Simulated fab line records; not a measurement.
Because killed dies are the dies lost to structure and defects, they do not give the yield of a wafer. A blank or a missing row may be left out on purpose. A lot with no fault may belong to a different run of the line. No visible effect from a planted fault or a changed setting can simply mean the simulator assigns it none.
Matching of chambers :: flow nandHarc :: rieDiel-12 running NHARC_P_CONTACT_ETCH_35: 4 sister chambers
The step etches the open film in CF4, target depth 39 nm, time 65 s. 7 wafers are shown with their chamber, then 6 later ones without.

## WAFERS PAIRED WITH THEIR CHAMBERS
wafer: L959.2
chamber: 2
drypumpMotorCurrentA (A): 5.8
rfVppV (V): 151.2

wafer: L964.3
chamber: 0
drypumpMotorCurrentA (A): 6.1
rfVppV (V): 152.7

wafer: L964.4
chamber: 2
drypumpMotorCurrentA (A): 5.9
rfVppV (V): 151.2

wafer: L964.5
chamber: 0
drypumpMotorCurrentA (A): 6.2
rfVppV (V): 153.2

wafer: L967.1
chamber: 3
drypumpMotorCurrentA (A): 5.5
rfVppV (V): 151.2

wafer: L967.4
chamber: 1
drypumpMotorCurrentA (A): 6.5
rfVppV (V): 152.8

wafer: L967.5
chamber: 3
drypumpMotorCurrentA (A): 5.5
rfVppV (V): 151.2

## WAFERS WITHOUT THEIR CHAMBER
wafer: L970.4
drypumpMotorCurrentA (A): 6.1
rfVppV (V): 153.5

wafer: L970.5
drypumpMotorCurrentA (A): 5.9
rfVppV (V): 152.1

wafer: L970.6
drypumpMotorCurrentA (A): 5.5
rfVppV (V): 150.0

wafer: L971.1
drypumpMotorCurrentA (A): 6.1
rfVppV (V): 151.9

wafer: L971.2
drypumpMotorCurrentA (A): 6.5
rfVppV (V): 150.4

wafer: L971.4
drypumpMotorCurrentA (A): 5.5
rfVppV (V): 151.1

## THE CHAMBER EACH PASSED THROUGH
wafer: L970.4
from the rows above: 0
in truth: 0

wafer: L970.5
from the rows above: can't be placed: 2 or 0
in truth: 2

wafer: L970.6
from the rows above: 3
in truth: 3

wafer: L971.1
from the rows above: can't be placed: 0 or 2
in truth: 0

wafer: L971.2
from the rows above: can't be placed: 1 or 2
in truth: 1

wafer: L971.4
from the rows above: 3
in truth: 3
Correct placement for 3 of the 6. From these rows, 3 cannot be placed; in 3 the true chamber is one of the candidates. Number placed wrongly: 0.
How it was worked out, from the rows above alone: a wafer's distance from a chamber is the root of the sum, over the readings, of the square of ((its reading less the chamber's mean) divided by the reading's scatter). If the next closest chamber is less than 2 further off than the closest, the wafer can't be placed; otherwise it belongs to the closest. For every chamber, the mean is computed from those of its wafers that are shown. How the scatter is found: for the shown wafers, subtract from each reading the mean of its chamber, square and add these, divide the total by (wafers less chambers), then take the root.
